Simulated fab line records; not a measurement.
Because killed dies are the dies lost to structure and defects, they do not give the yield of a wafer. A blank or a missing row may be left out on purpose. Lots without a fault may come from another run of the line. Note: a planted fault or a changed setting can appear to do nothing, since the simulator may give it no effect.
Split-lot experiment	flow n5Finfet	route with 1938 steps; 7 lots, 21 wafers read

ON THE SPLIT
At N5_BEOL_M3_EXPOSE_08 (exposes mask M3), the setting doseMj was moved away from the recipe's 33 on 7 of the 21 wafers read, by -5.3% to +5.5%. All remaining wafers had this setting at the recipe value.

FROM THE SPLIT TO THE READING: what the file shows between them, 11 steps
- N5_BEOL_M3_PEB_09: peb time 60 s
- N5_BEOL_M3_DEVELOP_10: develop time 30 s
- N5_BEOL_M3_DESCUM_16: chemistry O2, time 7 s
- N5_BEOL_M3_ETCH_74: etches underlayer in N2/H2, target depth 6.5 nm, time 5.2 s
- N5_BEOL_M3_ETCH_63: etches SiARC in CF4, target depth 15.6 nm, time 26 s
- N5_BEOL_M3_ETCH_64: etches SOC in N2/H2, target depth 75 nm, overetch 15 nm, time 112.5 s
- N5_BEOL_M3_STRIP_65: strips in N2/H2
- N5_BEOL_M3_STRIP_75: strips in N2/H2
- N5_BEOL_M3_STRIP_66: strips in CF4
- N5_BEOL_M3_HM_OPEN_17: chemistry Cl2/BCl3, target TiN, target depth 20 nm, overetch 6 nm
- N5_BEOL_M3_STRIP_19: strips in O2

THE READING
cdNm, in nm, at N5_BEOL_M3_CD_MEAS_18 (pitch 36 nm, target cd 18 nm). Fault-free wafers of this fab line usually give 18.10 nm, standard deviation 0.28 nm.

wafer	tool, chamber at the split	doseMj as run	against the recipe	cdNm, nm	against lot-mates on the recipe
L074.1	euvScanner-01, 0	33	recipe	17.90	-
L074.3	euvScanner-01, 0	33	recipe	18.78	-
L074.6	euvScanner-01, 0	34.83	+5.5%	19.20	+0.86
L075.1	euvScanner-01, 0	33	recipe	18.27	-
L075.2	euvScanner-01, 0	33	recipe	18.07	-
L075.5	euvScanner-01, 0	33	recipe	18.30	-
L077.1	euvScanner-02, 0	33	recipe	18.09	-
L077.3	euvScanner-02, 0	33	recipe	18.09	-
L077.6	euvScanner-02, 0	33	recipe	18.16	-
L083.2	euvScanner-01, 0	33	recipe	18.15	-
L083.5	euvScanner-01, 0	31.42	-4.8%	16.99	-1.21
L083.6	euvScanner-01, 0	33	recipe	18.25	-
L088.1	euvScanner-02, 0	33	recipe	17.76	-
L088.4	euvScanner-02, 0	32.24	-2.3%	17.12	-0.91
L088.5	euvScanner-02, 0	33	recipe	18.31	-
L090.3	euvScanner-01, 0	32.32	-2.1%	17.76	-0.37
L090.5	euvScanner-01, 0	32.32	-2.1%	17.47	-0.66
L090.6	euvScanner-01, 0	33	recipe	18.13	-
L093.1	euvScanner-02, 0	31.24	-5.3%	17.31	-1.19
L093.4	euvScanner-02, 0	33	recipe	18.50	-
L093.5	euvScanner-02, 0	31.24	-5.3%	17.13	-1.37

THE FIT
A straight line over all 21 wafers: cdNm changes by +0.208 nm for each +1% of doseMj; r = +0.89; the points scatter about the line by 0.26 nm.
The same after taking each lot's own level away (the mean of its wafers on the recipe; 21 wafers): +0.221 nm for each +1%; r = +0.93; scatter 0.22 nm.
On that fit, the largest move of doseMj shifts the reading by 1.2 nm.
Measured against the standard deviation above, the lots' own levels, which go from 18.035 to 18.500 nm, span 1.7 times it.
So the lot-to-lot level changes the slope little: the two slopes agree.
Check: for one of the wafers moved furthest among these (+5.5%), held out of the fit, the line's prediction against its lot-mates is +1.37 nm. It came out at +0.86 nm against them.

FURTHER SPLITS ON THESE WAFERS
These wafers also went through other splits before the reading. Each is held against what the fit with the lots' levels taken away leaves over:
other split on the same wafers	wafers away from the commonest value	r with cdNm (lot level and that fit taken away)
N5_BEOL_M0_SAQP_EXPOSE_37 doseMj	6	+0.26
N5_BEOL_M0_SAQP_ALD_48 aldCycles	9	-0.15
N5_BEOL_M3_HM_DEP_02 targetThkA	7	-0.01

THE WHOLE CHAIN: every reading that the file lists as answering this split, in the file's order
step	what it does	reading	change (the file's fit)	r (the file's)
N5_BEOL_M3_ETCH_74	etches underlayer in N2/H2, target depth 6.5 nm, time 5.2 s	BEOL_M3.cdOffsetNm (the simulator's own value, which no gauge read)	+0.198 nm for each +1% of the setting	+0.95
N5_BEOL_M3_ETCH_63	etches SiARC in CF4, target depth 15.6 nm, time 26 s	BEOL_M3.cdOffsetNm (the simulator's own value, which no gauge read)	+0.186 nm for each +1% of the setting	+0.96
N5_BEOL_M3_ETCH_64	etches SOC in N2/H2, target depth 75 nm, overetch 15 nm, time 112.5 s	BEOL_M3.cdOffsetNm (the simulator's own value, which no gauge read)	+0.185 nm for each +1% of the setting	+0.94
N5_BEOL_M3_CD_MEAS_18	pitch 36 nm, target cd 18 nm	cdNm	+0.224 nm for each +1% of the setting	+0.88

FILE'S OWN FIT
cdNm changes by +0.224 nm for each +1% of doseMj, r = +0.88.
